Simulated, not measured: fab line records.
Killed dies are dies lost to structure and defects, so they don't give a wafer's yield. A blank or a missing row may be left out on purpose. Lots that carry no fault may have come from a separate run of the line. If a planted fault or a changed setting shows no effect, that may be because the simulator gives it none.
Which tool is to blame? | flow n5_finfet | 24 lots, 72 wafers sampled, at 4 steps of a route of 1938

## WHAT THE GAUGES SHOWED, per wafer
N5_BEOL_M1_THK_MEAS_53: measures by xrf. Usual: for M1_THK the level is 39.9 nm and the standard deviation is 1.9.
lot  | measured     | on            | M1_THK (nm)    | flag
L074 | day 6 15:54  | film_metro-01 | 42.8 41.4 42.6 |
L075 | day 6 18:10  | film_metro-01 | 40.7 41.8 40.5 |
L076 | day 6 18:26  | film_metro-02 | 40.1 43.0 40.9 |
L077 | day 7 06:17  | film_metro-02 | 40.7 42.9 41.6 |
L078 | day 7 13:33  | film_metro-02 | 41.1 41.6 43.2 |
L079 | day 7 14:05  | film_metro-02 | 41.1 43.6 40.1 |
L080 | day 7 19:55  | film_metro-02 | 39.9 39.2 41.5 |
L081 | day 8 03:48  | film_metro-02 | 39.3 41.6 42.5 |
L082 | day 8 11:48  | film_metro-01 | 36.3 37.9 40.3 |
L083 | day 8 17:53  | film_metro-01 | 37.4 39.4 40.1 |
L084 | day 8 19:10  | film_metro-02 | 41.0 38.9 39.7 |
L085 | day 9 11:42  | film_metro-01 | 43.3 43.4 43.6 |
L086 | day 9 12:20  | film_metro-01 | 40.6 37.8 41.9 |
L087 | day 9 18:11  | film_metro-02 | 36.5 38.4 38.3 |
L088 | day 9 20:12  | film_metro-02 | 36.8 38.8 38.7 |
L089 | day 10 04:15 | film_metro-01 | 35.9 38.6 41.1 |
L090 | day 10 12:42 | film_metro-02 | 40.1 39.4 43.1 |
L091 | day 10 12:01 | film_metro-02 | 38.3 38.3 39.2 |
L093 | day 11 04:25 | film_metro-01 | 38.8 39.2 41.7 |
L092 | day 11 16:25 | film_metro-02 | 38.8 40.5 40.8 |
L094 | day 12 02:23 | film_metro-01 | 39.7 39.9 38.9 |
L095 | day 12 02:53 | film_metro-02 | 36.6 38.7 42.6 |
L096 | day 12 06:09 | film_metro-02 | 37.6 41.3 40.4 |
L097 | day 12 12:31 | film_metro-01 | 36.2 40.3 39.3 |

## WHICH TOOL RAN EACH LOT (tool, then ch and the chambers of the sampled wafers, then the start)
lot  | N5_BEOL_M1_SPUTTER_86        | N5_BEOL_M1_ANNEAL_91         | N5_BEOL_M1_ANNEAL_51
L074 | pvd_sputter-01, day 6 14:01  | pvd_sputter-01, day 6 14:32  | rtp_anneal-02 ch 0, day 6 15:23
L075 | pvd_sputter-03, day 6 16:16  | pvd_sputter-03, day 6 16:47  | rtp_anneal-02 ch 0, day 6 17:37
L076 | pvd_sputter-01, day 6 16:25  | pvd_sputter-01, day 6 16:56  | rtp_anneal-02 ch 0, day 6 17:50
L077 | pvd_sputter-02, day 7 04:24  | pvd_sputter-02, day 7 04:55  | rtp_anneal-02 ch 0, day 7 05:44
L078 | pvd_sputter-01, day 7 11:40  | pvd_sputter-01, day 7 12:11  | rtp_anneal-02 ch 0, day 7 13:03
L079 | pvd_sputter-03, day 7 12:12  | pvd_sputter-03, day 7 12:43  | rtp_anneal-02 ch 0, day 7 13:30
L080 | pvd_sputter-03, day 7 18:01  | pvd_sputter-03, day 7 18:32  | rtp_anneal-01 ch 0, day 7 19:19
L081 | pvd_sputter-02, day 8 01:53  | pvd_sputter-02, day 8 02:25  | rtp_anneal-01 ch 0, day 8 03:14
L082 | pvd_sputter-02, day 8 09:55  | pvd_sputter-02, day 8 10:26  | rtp_anneal-02 ch 0, day 8 11:15
L083 | pvd_sputter-02, day 8 15:59  | pvd_sputter-02, day 8 16:31  | rtp_anneal-01 ch 0, day 8 17:17
L084 | pvd_sputter-01, day 8 17:16  | pvd_sputter-01, day 8 17:47  | rtp_anneal-01 ch 0, day 8 18:33
L085 | pvd_sputter-01, day 9 09:49  | pvd_sputter-01, day 9 10:20  | rtp_anneal-02 ch 0, day 9 11:14
L086 | pvd_sputter-02, day 9 10:26  | pvd_sputter-02, day 9 10:58  | rtp_anneal-02 ch 0, day 9 11:47
L087 | pvd_sputter-01, day 9 16:17  | pvd_sputter-01, day 9 16:49  | rtp_anneal-01 ch 0, day 9 17:35
L088 | pvd_sputter-01, day 9 18:17  | pvd_sputter-01, day 9 18:49  | rtp_anneal-01 ch 0, day 9 19:35
L089 | pvd_sputter-01, day 10 02:19 | pvd_sputter-01, day 10 02:50 | rtp_anneal-02 ch 0, day 10 03:40
L090 | pvd_sputter-03, day 10 09:28 | pvd_sputter-03, day 10 09:59 | rtp_anneal-01 ch 0, day 10 10:49
L091 | pvd_sputter-02, day 10 09:44 | pvd_sputter-02, day 10 10:15 | rtp_anneal-02 ch 0, day 10 11:07
L093 | pvd_sputter-03, day 11 02:32 | pvd_sputter-03, day 11 03:03 | rtp_anneal-02 ch 0, day 11 03:49
L092 | pvd_sputter-02, day 11 14:31 | pvd_sputter-02, day 11 15:02 | rtp_anneal-02 ch 0, day 11 15:52
L094 | pvd_sputter-02, day 12 00:30 | pvd_sputter-02, day 12 01:01 | rtp_anneal-02 ch 0, day 12 01:47
L095 | pvd_sputter-01, day 12 00:44 | pvd_sputter-01, day 12 01:15 | rtp_anneal-01 ch 0, day 12 02:13
L096 | pvd_sputter-01, day 12 04:03 | pvd_sputter-01, day 12 04:34 | rtp_anneal-02 ch 0, day 12 05:34
L097 | pvd_sputter-02, day 12 10:22 | pvd_sputter-02, day 12 10:53 | rtp_anneal-01 ch 0, day 12 11:45
- N5_BEOL_M1_SPUTTER_86: material Cu, target thk 4.5 nm, time 8.29 s.
- N5_BEOL_M1_ANNEAL_91: time 240 s.
- N5_BEOL_M1_ANNEAL_51: time 90 s.

## WHAT THE TOOLS THEMSELVES READ (means of the sampled wafers that have a number; where no wafer has one, the mark that the record gives instead)
N5_BEOL_M1_SPUTTER_86. Usual: 29.9 % for throttle_valve_pct, sd 1.3.
lot  | tool           | throttle_valve_pct (%) | flag
L074 | pvd_sputter-01 | 27.7                   |
L075 | pvd_sputter-03 | 31.3                   |
L076 | pvd_sputter-01 | 28.3                   |
L077 | pvd_sputter-02 | 30.5                   |
L078 | pvd_sputter-01 | 27.6                   |
L079 | pvd_sputter-03 | 31.7                   |
L080 | pvd_sputter-03 | 31.4                   |
L081 | pvd_sputter-02 | 29.8                   |
L082 | pvd_sputter-02 | 30.2                   |
L083 | pvd_sputter-02 | 29.9                   |
L084 | pvd_sputter-01 | 29.2                   |
L085 | pvd_sputter-01 | 28.5                   |
L086 | pvd_sputter-02 | 29.8                   |
L087 | pvd_sputter-01 | 28.3                   |
L088 | pvd_sputter-01 | 28.8                   |
L089 | pvd_sputter-01 | 28.8                   |
L090 | pvd_sputter-03 | 31.3                   |
L091 | pvd_sputter-02 | 30.5                   |
L093 | pvd_sputter-03 | 31.5                   |
L092 | pvd_sputter-02 | 29.8                   |
L094 | pvd_sputter-02 | 30.0                   |
L095 | pvd_sputter-01 | 29.5                   |
L096 | pvd_sputter-01 | 27.8                   |
L097 | pvd_sputter-02 | 30.1                   |

N5_BEOL_M1_ANNEAL_91. Usual: 818 W for heater_power_w, sd 95.
lot  | tool           | heater_power_w (W) | flag
L074 | pvd_sputter-01 | 787                |
L075 | pvd_sputter-03 | 832                |
L076 | pvd_sputter-01 | 784                |
L077 | pvd_sputter-02 | 882                |
L078 | pvd_sputter-01 | 792                |
L079 | pvd_sputter-03 | 842                |
L080 | pvd_sputter-03 | 819                |
L081 | pvd_sputter-02 | 888                |
L082 | pvd_sputter-02 | 875                |
L083 | pvd_sputter-02 | 892                |
L084 | pvd_sputter-01 | 723                |
L085 | pvd_sputter-01 | 776                |
L086 | pvd_sputter-02 | 915                |
L087 | pvd_sputter-01 | 795                |
L088 | pvd_sputter-01 | 729                |
L089 | pvd_sputter-01 | 724                |
L090 | pvd_sputter-03 | 838                |
L091 | pvd_sputter-02 | 911                |
L093 | pvd_sputter-03 | 873                |
L092 | pvd_sputter-02 | 896                |
L094 | pvd_sputter-02 | 887                |
L095 | pvd_sputter-01 | 736                |
L096 | pvd_sputter-01 | 777                |
L097 | pvd_sputter-02 | 847                |

N5_BEOL_M1_ANNEAL_51. Usual: anneal_temp_c 224.99 C, standard deviation 0.18; wafer_temp_C_max 226.06, standard deviation 0.26.
lot  | tool          | anneal_temp_c (C) | wafer_temp_C_max | flag
L074 | rtp_anneal-02 | 225.31            | 225.80           |
L075 | rtp_anneal-02 | 224.81            | 226.05           |
L076 | rtp_anneal-02 | 225.17            | 225.95           |
L077 | rtp_anneal-02 | 224.93            | 226.02           |
L078 | rtp_anneal-02 | 225.17            | 225.92           |
L079 | rtp_anneal-02 | 224.80            | 226.23           |
L080 | rtp_anneal-01 | 224.98            | 225.81           |
L081 | rtp_anneal-01 | 224.87            | 226.03           |
L082 | rtp_anneal-02 | 225.06            | 226.12           |
L083 | rtp_anneal-01 | 225.03            | 225.86           |
L084 | rtp_anneal-01 | 225.00            | 225.85           |
L085 | rtp_anneal-02 | 224.92            | 225.98           |
L086 | rtp_anneal-02 | 225.09            | 226.27           |
L087 | rtp_anneal-01 | 225.21            | 226.30           |
L088 | rtp_anneal-01 | 225.03            | 226.18           |
L089 | rtp_anneal-02 | 224.94            | 226.44           |
L090 | rtp_anneal-01 | 224.75            | 225.62           |
L091 | rtp_anneal-02 | 225.09            | 226.10           |
L093 | rtp_anneal-02 | 225.13            | 226.02           |
L092 | rtp_anneal-02 | 224.97            | 226.03           |
L094 | rtp_anneal-02 | 224.73            | 226.04           |
L095 | rtp_anneal-01 | 224.92            | 226.10           |
L096 | rtp_anneal-02 | 225.10            | 226.00           |
L097 | rtp_anneal-01 | 224.74            | 225.87           |

## THE ANSWER, worked out from the rows above alone
Rule: lot off if the mean of its wafers having a number is beyond 3 standard deviations from the usual mean. Also off: a lot with no number at a reading for which 4 or more lots have one. Any other lot the step has rows for is counted as sound. Order of review: gauges by route order, followed by the tools' own readings, for which a lot's mean as printed above is used. The first step at which some lot is off is used, and at that step the reading that is off furthest; a lot without a number counts as furthest.
Across all readings shown, no lot is off: no conclusion can be drawn from this.

## WHAT THE SIMULATOR HAD PUT IN
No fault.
